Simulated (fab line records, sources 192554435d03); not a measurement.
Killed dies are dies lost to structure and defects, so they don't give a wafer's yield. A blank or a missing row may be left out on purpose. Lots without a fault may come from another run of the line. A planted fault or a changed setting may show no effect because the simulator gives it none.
Split-lot experiment | flow n5_finfet | 7 lots, 21 wafers read, on a route of 1938 steps

THE SPLIT
At N5_BEOL_M0_CUTY_EXPOSE_54 (exposes mask M0 ABLK), the setting dose_mj was moved away from the recipe's 36 on 8 of the 21 wafers read, by -4.8% to +7.0%. The other wafers ran this setting at the recipe's value.

FROM THE SPLIT TO THE READING: what the file shows between them, 2 steps
- N5_BEOL_M0_CUTY_PEB_55: peb time 60 s
- N5_BEOL_M0_CUTY_DEVELOP_56: develop time 30 s

THE READING
cd_nm, in nm, at N5_BEOL_M0_CUTY_CD_MEAS_57 (target cd 200 nm). Fault-free wafers of this fab line usually give 200.1 nm, standard deviation 0.82 nm.

wafer  | tool, chamber at the split | dose_mj as run | against the recipe | cd_nm, nm | against lot-mates on the recipe
L074.4 | arfi_scanner-02, 0         | 36             | recipe             | 199.7     | -
L074.5 | arfi_scanner-02, 0         | 36             | recipe             | 199.7     | -
L074.6 | arfi_scanner-02, 0         | 36             | recipe             | 201.8     | -
L075.3 | arfi_scanner-01, 0         | 36             | recipe             | 199.9     | -
L075.5 | arfi_scanner-01, 0         | 36             | recipe             | 199.3     | -
L075.6 | arfi_scanner-01, 0         | 36             | recipe             | 200.3     | -
L082.2 | arfi_scanner-03, 0         | 34.28          | -4.8%              | 203.9     | +3.5
L082.3 | arfi_scanner-03, 0         | 36             | recipe             | 200.4     | -
L082.5 | arfi_scanner-03, 0         | 34.28          | -4.8%              | 204.1     | +3.7
L083.1 | arfi_scanner-03, 0         | 36.87          | +2.4%              | 198.7     | -0.9
L083.2 | arfi_scanner-03, 0         | 36             | recipe             | 199.6     | -
L083.5 | arfi_scanner-03, 0         | 36.87          | +2.4%              | 198.4     | -1.2
L084.1 | arfi_scanner-03, 0         | 35.07          | -2.6%              | 202.6     | +1.7
L084.3 | arfi_scanner-03, 0         | 36             | recipe             | 200.9     | -
L084.4 | arfi_scanner-03, 0         | 35.07          | -2.6%              | 203.0     | +2.1
L085.3 | arfi_scanner-01, 0         | 36             | recipe             | 199.6     | -
L085.4 | arfi_scanner-01, 0         | 36             | recipe             | 199.9     | -
L085.6 | arfi_scanner-01, 0         | 36             | recipe             | 199.8     | -
L092.2 | arfi_scanner-02, 0         | 38.53          | +7.0%              | 195.7     | -4.7
L092.3 | arfi_scanner-02, 0         | 36             | recipe             | 200.4     | -
L092.5 | arfi_scanner-02, 0         | 38.53          | +7.0%              | 196.1     | -4.3

THE FIT
A straight line over all 21 wafers: cd_nm changes by -0.7 nm for each +1% of dose_mj; r = -0.96; the points scatter about the line by 0.64 nm.
The same after taking each lot's own level away (the mean of its wafers on the recipe; 21 wafers): -0.667 nm for each +1%; r = -0.97; scatter 0.49 nm.
On that fit, the largest move of dose_mj shifts the reading by 4.7 nm.
The lots' own levels span 199.60 to 200.90 nm, that is 1.6 times the standard deviation above.
So the lot-to-lot level changes the slope little: the two slopes agree.
Check: with one of the wafers moved furthest among these (+7.0%) left out of the fit, the line predicts -4.5 nm for it against its lot-mates. It came out at -4.7 nm against them.

OTHER SPLITS ON THESE WAFERS
These wafers also went through other splits before the reading. Each is held against what the fit with the lots' levels taken away leaves over:
other split on the same wafers         | wafers away from the commonest value | r with cd_nm (lot level and that fit taken away)
N5_GATE_CUT_COAT_34 spin_rpm           | 7                                    | +0.14
N5_MOL_CONTACT_COAG_ALD_27 time_s      | 10                                   | -0.21
N5_MOL_CONTACT_COAG_ALD_131 ald_cycles | 10                                   | +0.02
N5_MOL_CONTACT_COAG_ETCH_91 time_s     | 6                                    | +0.17
N5_BEOL_M0_SAQP_COAT_08 spin_rpm       | 8                                    | +0.05
N5_BEOL_M0_SAQP_DESCUM_19 time_s       | 9                                    | -0.08

THE FILE'S OWN FIT
cd_nm changes by -0.657 nm for each +1% of dose_mj, r = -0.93.
